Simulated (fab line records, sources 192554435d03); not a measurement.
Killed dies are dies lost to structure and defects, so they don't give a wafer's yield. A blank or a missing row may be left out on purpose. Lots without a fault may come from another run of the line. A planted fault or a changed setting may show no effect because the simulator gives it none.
Split-lot experiment | flow n5_finfet | 7 lots, 21 wafers read, on a route of 1938 steps

THE SPLIT
At N5_BEOL_M15_ETCH_61 (etches BARC in N2/H2, target depth 89 nm, overetch 26.7 nm, time 67.9 s), the setting time_s was moved away from the recipe's 67.9 s on 5 of the 21 wafers read, by -17.3% to +15.0%. The other wafers ran this setting at the recipe's value.

The reading is taken at the split's own step.

THE READING
coat_of_BEOL_M15_COAT_22.thk_nm (the simulator's own value, which no gauge read), in nm, at N5_BEOL_M15_ETCH_61 (etches BARC in N2/H2, target depth 89 nm, overetch 26.7 nm, time 67.9 s). The file gives no usual value for it. The 16 wafers here that ran the recipe average 716.5 nm, standard deviation 2.1 nm.

wafer  | tool, chamber at the split | time_s as run, s | against the recipe | coat_of_BEOL_M15_COAT_22.thk_nm, nm | against lot-mates on the recipe
L080.1 | rie_diel-05, 3             | 67.9             | recipe             | 719.4                               | -
L080.2 | rie_diel-05, 0             | 67.9             | recipe             | 719.2                               | -
L080.5 | rie_diel-05, 1             | 67.9             | recipe             | 720.2                               | -
L081.3 | rie_diel-05, 0             | 67.9             | recipe             | 714.2                               | -
L081.4 | rie_diel-05, 2             | 67.9             | recipe             | 715.8                               | -
L081.6 | rie_diel-05, 0             | 78.06            | +15.0%             | 705.8                               | -9.2
L084.1 | rie_diel-04, 2             | 67.9             | recipe             | 717.6                               | -
L084.4 | rie_diel-04, 3             | 67.9             | recipe             | 715                                 | -
L084.5 | rie_diel-04, 1             | 67.9             | recipe             | 715.2                               | -
L088.1 | rie_diel-01, 2             | 77.12            | +13.6%             | 709.6                               | -1.6
L088.2 | rie_diel-01, 0             | 77.12            | +13.6%             | 708.8                               | -2.4
L088.3 | rie_diel-01, 3             | 67.9             | recipe             | 711.2                               | -
L091.1 | rie_diel-05, 0             | 56.16            | -17.3%             | 726.6                               | +10.4
L091.5 | rie_diel-05, 2             | 67.9             | recipe             | 716.8                               | -
L091.6 | rie_diel-05, 1             | 67.9             | recipe             | 715.6                               | -
L093.1 | rie_diel-04, 3             | 67.9             | recipe             | 717                                 | -
L093.2 | rie_diel-04, 0             | 67.9             | recipe             | 718.2                               | -
L093.5 | rie_diel-04, 3             | 67.9             | recipe             | 717.2                               | -
L095.3 | rie_diel-05, 3,2           | 67.9             | recipe             | 716                                 | -
L095.4 | rie_diel-05, 3,2           | 67.9             | recipe             | 716                                 | -
L095.6 | rie_diel-05, 1             | 56.69            | -16.5%             | 730.4                               | +14.4
Where a row lists several chambers, the file gives one row for several wafers and doesn't say which wafer went through which chamber.

THE FIT
A straight line over all 21 wafers: coat_of_BEOL_M15_COAT_22.thk_nm changes by -0.657 nm for each +1% of time_s; r = -0.92; the points scatter about the line by 2.2 nm.
The same after taking each lot's own level away (the mean of its wafers on the recipe; 21 wafers): -0.529 nm for each +1%; r = -0.89; scatter 2.1 nm.
On that fit, the largest move of time_s shifts the reading by 9.1 nm.
The lots' own levels span 711.20 to 719.60 nm, that is 3.9 times the standard deviation above.
So the lot-to-lot level changes the slope: the two fits differ.
Check: with one of the wafers moved furthest among these (-17.3%) left out of the fit, the line predicts +9.68 nm for it against its lot-mates. It came out at +10.4 nm against them.

OTHER SPLITS ON THESE WAFERS
These wafers also went through other splits before the reading. Each is held against what the fit with the lots' levels taken away leaves over:
other split on the same wafers | wafers away from the commonest value | r with coat_of_BEOL_M15_COAT_22.thk_nm (lot level and that fit taken away)
N5_BEOL_M12_COAT_58 spin_rpm   | 6                                    | +0.11
N5_BEOL_M12_DESCUM_15 time_s   | 8                                    | +0.47
N5_BEOL_M12_SPUTTER_43 time_s  | 10                                   | -0.04
N5_BEOL_M14_COAT_65 spin_rpm   | 9                                    | +0.18

THE FILE'S OWN FIT
coat_of_BEOL_M15_COAT_22.thk_nm changes by -0.594 nm for each +1% of time_s, r = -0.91.
